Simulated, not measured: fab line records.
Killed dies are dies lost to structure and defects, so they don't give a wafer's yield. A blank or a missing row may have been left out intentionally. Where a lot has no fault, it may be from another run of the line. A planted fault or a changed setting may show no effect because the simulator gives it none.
Chamber matching + flow n5-finfet + rie-diel-06 running N5_BEOL_M4_STRIP_19: 4 sister chambers
The step strips in O2. 16 wafers are shown with their chamber, then 8 later ones without.

## WAFERS, EACH WITH ITS CHAMBER
| wafer  | chamber | showerhead-plenum-p-Torr (Torr) | drypump-motor-current-A (A) | throttle-valve-pct (%) |
|--------|---------|---------------------------------|-----------------------------|------------------------|
| L074.3 | 3       | 2.03                            | 5.27                        | 16.81                  |
| L074.5 | 3       | 2.03                            | 5.28                        | 16.81                  |
| L074.6 | 2       | 2.15                            | 5.14                        | 16.63                  |
| L076.1 | 2       | 2.15                            | 5.17                        | 16.62                  |
| L076.2 | 0       | 2.00                            | 5.70                        | 17.01                  |
| L076.3 | 3       | 2.03                            | 5.30                        | 16.82                  |
| L076.4 | 1       | 2.23                            | 5.94                        | 16.35                  |
| L076.5 | 3       | 2.03                            | 5.28                        | 16.80                  |
| L076.6 | 0       | 2.00                            | 5.69                        | 17.01                  |
| L075.1 | 1       | 2.23                            | 5.98                        | 16.35                  |
| L075.3 | 3       | 2.03                            | 5.27                        | 16.82                  |
| L075.5 | 1       | 2.23                            | 5.95                        | 16.33                  |
| L080.2 | 2       | 2.14                            | 5.16                        | 16.65                  |
| L080.3 | 1       | 2.22                            | 5.98                        | 16.36                  |
| L080.6 | 3       | 2.02                            | 5.25                        | 16.83                  |
| L088.2 | 1       | 2.22                            | 5.98                        | 16.38                  |

SIGNATURES (averages over the wafers above)
| reading                  | chamber 0 | chamber 1 | chamber 2 | chamber 3 | scatter within a chamber |
|--------------------------|-----------|-----------|-----------|-----------|--------------------------|
| showerhead-plenum-p-Torr | 2.0000    | 2.2260    | 2.1467    | 2.0283    | 0.00474                  |
| drypump-motor-current-A  | 5.6950    | 5.9660    | 5.1567    | 5.2750    | 0.0168                   |
| throttle-valve-pct       | 17.0100   | 16.3540   | 16.6333   | 16.8150   | 0.014                    |
Rule: distance of a wafer from a chamber = root of the sum over the readings of ((wafer's reading minus chamber's mean) / reading's scatter) squared. If the next closest chamber is less than 2 further off than the closest, the wafer can't be placed; otherwise it belongs to the closest. The scatter: take each reading less its chamber's mean, square it, sum over the shown wafers, divide by the number of wafers less the number of chambers, and take the root.

## WAFERS WITHOUT THEIR CHAMBER
| wafer  | showerhead-plenum-p-Torr (Torr) | drypump-motor-current-A (A) | throttle-valve-pct (%) |
|--------|---------------------------------|-----------------------------|------------------------|
| L088.3 | 2.14                            | 5.17                        | 16.67                  |
| L088.6 | 2.00                            | 5.70                        | 17.05                  |
| L090.3 | 2.02                            | 5.28                        | 16.86                  |
| L090.5 | 2.22                            | 5.99                        | 16.40                  |
| L090.6 | 2.14                            | 5.12                        | 16.67                  |
| L095.2 | 2.21                            | 5.96                        | 16.42                  |
| L095.5 | 2.01                            | 5.25                        | 16.88                  |
| L095.6 | 2.13                            | 5.14                        | 16.72                  |

## WHICH CHAMBER EACH ONE RAN IN
| wafer  | from the rows above | in truth |
|--------|---------------------|----------|
| L088.3 | 2                   | 2        |
| L088.6 | 0                   | 0        |
| L090.3 | 3                   | 3        |
| L090.5 | 1                   | 1        |
| L090.6 | 2                   | 2        |
| L095.2 | 1                   | 1        |
| L095.5 | 3                   | 3        |
| L095.6 | 2                   | 2        |
8 of 8 placed correctly. Not placeable from these rows: 0. Number placed wrongly: 0.
